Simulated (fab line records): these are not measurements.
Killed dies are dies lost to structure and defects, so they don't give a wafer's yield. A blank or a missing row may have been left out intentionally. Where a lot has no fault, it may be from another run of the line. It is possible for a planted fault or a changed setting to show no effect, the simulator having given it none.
Which tool did it? + flow nandHarc + Sampling: 12 lots, 36 wafers, 2 of 1302 route steps

== WHAT EACH GAUGE READ, for each wafer ==
NHARC_P_M1_INSPECT_11.
| lot  | measured     | on               | rawDefectCount |
|------|--------------|------------------|----------------|
| L075 | day 6 13:56  | defectInspect-01 | 3 2 3          |
| L077 | day 7 07:26  | defectInspect-02 | 1 2 2          |
| L079 | day 8 08:37  | defectInspect-01 | 4 3 2          |
| L081 | day 9 04:55  | defectInspect-02 | 6 1 5          |
| L083 | day 9 21:47  | defectInspect-01 | 7 6 2          |
| L085 | day 10 17:26 | defectInspect-01 | 5 7 11         |
| L087 | day 11 17:49 | defectInspect-01 | 9 11 5         |
| L089 | day 12 08:02 | defectInspect-01 | 4 7 2          |
| L091 | day 13 03:02 | defectInspect-02 | 8 6 2          |
| L093 | day 14 02:39 | defectInspect-01 | 9 7 7          |
| L095 | day 15 13:32 | defectInspect-02 | 4 2 3          |
| L097 | day 16 01:16 | defectInspect-02 | 6 5 11         |

== EACH LOT AND THE TOOL THAT RAN IT (in order: tool; ch and the chambers of the sampled wafers; start) ==
| lot  | NHARC_P_M0_PRE_CLEAN_31         |
|------|---------------------------------|
| L075 | pecvd-04 ch 0,1,2, day 6 12:38  |
| L077 | pecvd-01 ch 0,1, day 7 06:08    |
| L079 | pecvd-01 ch 0,2, day 8 07:11    |
| L081 | pecvd-04 ch 0,1,2, day 9 03:22  |
| L083 | pecvd-01 ch 0,1, day 9 20:19    |
| L085 | pecvd-03 ch 0,1,2, day 10 16:01 |
| L087 | pecvd-04 ch 0,2, day 11 16:23   |
| L089 | pecvd-03 ch 0,2, day 12 06:36   |
| L091 | pecvd-03 ch 0,2, day 13 01:36   |
| L093 | pecvd-03 ch 0,1, day 14 01:13   |
| L095 | pecvd-03 ch 0,1,2, day 15 12:03 |
| L097 | pecvd-01 ch 0,1,2, day 15 23:56 |
- NHARC_P_M0_PRE_CLEAN_31: time 12 s.

== THE ANSWER, worked out from the rows above alone ==
Rule: what is usual is taken from the lots themselves. The widest of any qualifying gaps counts: lots, ordered by their means at a reading, are off when they make up no more than a third of the lots, leave a main group of 4 or more, and stand apart from it by 3 or more times the standard deviation of that group's means. If all means in a main group match to the digits the tables above print for the reading, that group is not used. Also off: a lot with no number at a reading for which 4 or more lots have one. All remaining lots with rows at the step are treated as sound.
None of the lots is off at any reading shown; this tells nothing.

== WHAT HAD BEEN PUT IN BY THE SIMULATOR ==
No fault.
